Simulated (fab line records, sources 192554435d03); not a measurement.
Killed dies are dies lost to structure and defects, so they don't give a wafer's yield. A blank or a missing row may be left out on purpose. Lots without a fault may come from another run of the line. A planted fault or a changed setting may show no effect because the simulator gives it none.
Chamber matching | flow n5_finfet | N5_BEOL_M12_DEP_53 on pecvd-04: 3 sister chambers
The step deposits SiCN from 3MS/NH3, target thk 30 nm, time 10.5 s. 3 wafers are shown with their chamber, then 12 later ones without.

WAFERS WITH THEIR CHAMBER
wafer  | chamber | throttle_valve_pct (%)
L084.4 | 2       | 18.7
L089.3 | 0       | 17.7
L089.6 | 1       | 17.8

WAFERS WITHOUT THEIR CHAMBER
wafer  | throttle_valve_pct (%)
L088.1 | 17.8
L088.3 | 18.1
L088.4 | 18.7
L092.2 | 17.6
L092.3 | 18.0
L092.5 | 18.7
L094.2 | 18.6
L094.5 | 17.6
L094.6 | 18.6
L097.1 | 17.8
L097.3 | 18.8
L097.5 | 17.8

WHICH CHAMBER EACH WENT THROUGH
wafer  | from the rows above     | in truth
L088.1 | can't be placed: 1 or 0 | 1
L088.3 | can't be placed: 1 or 0 | 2
L088.4 | 2                       | 2
L092.2 | can't be placed: 0 or 1 | 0
L092.3 | can't be placed: 1 or 0 | 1
L092.5 | 2                       | 2
L094.2 | 2                       | 2
L094.5 | can't be placed: 0 or 1 | 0
L094.6 | 2                       | 2
L097.1 | can't be placed: 1 or 0 | 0
L097.3 | 2                       | 2
L097.5 | can't be placed: 1 or 0 | 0
Placed correctly: 5 of 12. Can't be placed from these rows: 7 (the true chamber is among the candidates in 6). Placed wrongly: 0.
How it was worked out, from the rows above alone: a wafer's distance from a chamber is the root of the sum, over the readings, of the square of ((its reading less the chamber's mean) divided by the reading's scatter). The wafer belongs to the nearest chamber; if the next one is less than 2 further off, it can't be placed. A chamber's mean is the mean of its shown wafers. The scatter: with one shown wafer a chamber, the root of the mean of the squares of how far each hidden wafer lies from its nearest shown one.
